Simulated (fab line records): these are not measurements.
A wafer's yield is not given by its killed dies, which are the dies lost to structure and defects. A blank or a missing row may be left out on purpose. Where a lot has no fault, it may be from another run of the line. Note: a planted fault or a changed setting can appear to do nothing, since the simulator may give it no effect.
Chamber matching :: flow nand_harc :: 4 sister chambers for NHARC_A_CONTACT_ALD_18 on ald_metal-01
The step deposits TiN, target thk 3 nm, pulse time 1 s, ald cycles 150. 4 wafers are shown with their chamber, then 8 later ones without.

WAFERS, EACH WITH ITS CHAMBER
wafer: L083.2
chamber: 2
heater_power_w (W): 1195

wafer: L087.2
chamber: 0
heater_power_w (W): 1333

wafer: L087.5
chamber: 3
heater_power_w (W): 1033

wafer: L090.1
chamber: 1
heater_power_w (W): 1165

WAFERS WHOSE CHAMBER IS MISSING
wafer: L090.5
heater_power_w (W): 1009

wafer: L090.6
heater_power_w (W): 1164

wafer: L094.2
heater_power_w (W): 1133

wafer: L094.3
heater_power_w (W): 1385

wafer: L094.6
heater_power_w (W): 1042

wafer: L097.1
heater_power_w (W): 1126

wafer: L097.2
heater_power_w (W): 1155

wafer: L097.4
heater_power_w (W): 1048

CHAMBER TAKEN BY EACH
wafer: L090.5
from the rows above: 3
in truth: 3

wafer: L090.6
from the rows above: can't be placed: 1 or 2
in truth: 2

wafer: L094.2
from the rows above: can't be placed: 1 or 2
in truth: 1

wafer: L094.3
from the rows above: 0
in truth: 0

wafer: L094.6
from the rows above: 3
in truth: 3

wafer: L097.1
from the rows above: can't be placed: 1 or 2 or 3
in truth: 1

wafer: L097.2
from the rows above: can't be placed: 1 or 2
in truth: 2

wafer: L097.4
from the rows above: 3
in truth: 3
4 of 8 placed correctly. Not placeable from these rows: 4 (in 4, the candidates include the true chamber). Wrongly placed: 0.
How it was worked out, from the rows above alone: a wafer's distance from a chamber is the root of the sum, over the readings, of the square of ((its reading less the chamber's mean) divided by the reading's scatter). The wafer belongs to the nearest chamber; if the next one is less than 2 further off, it can't be placed. For every chamber, the mean is computed from those of its wafers that are shown. The scatter: root of mean squared gap, hidden wafer to nearest shown wafer, with one shown wafer a chamber.
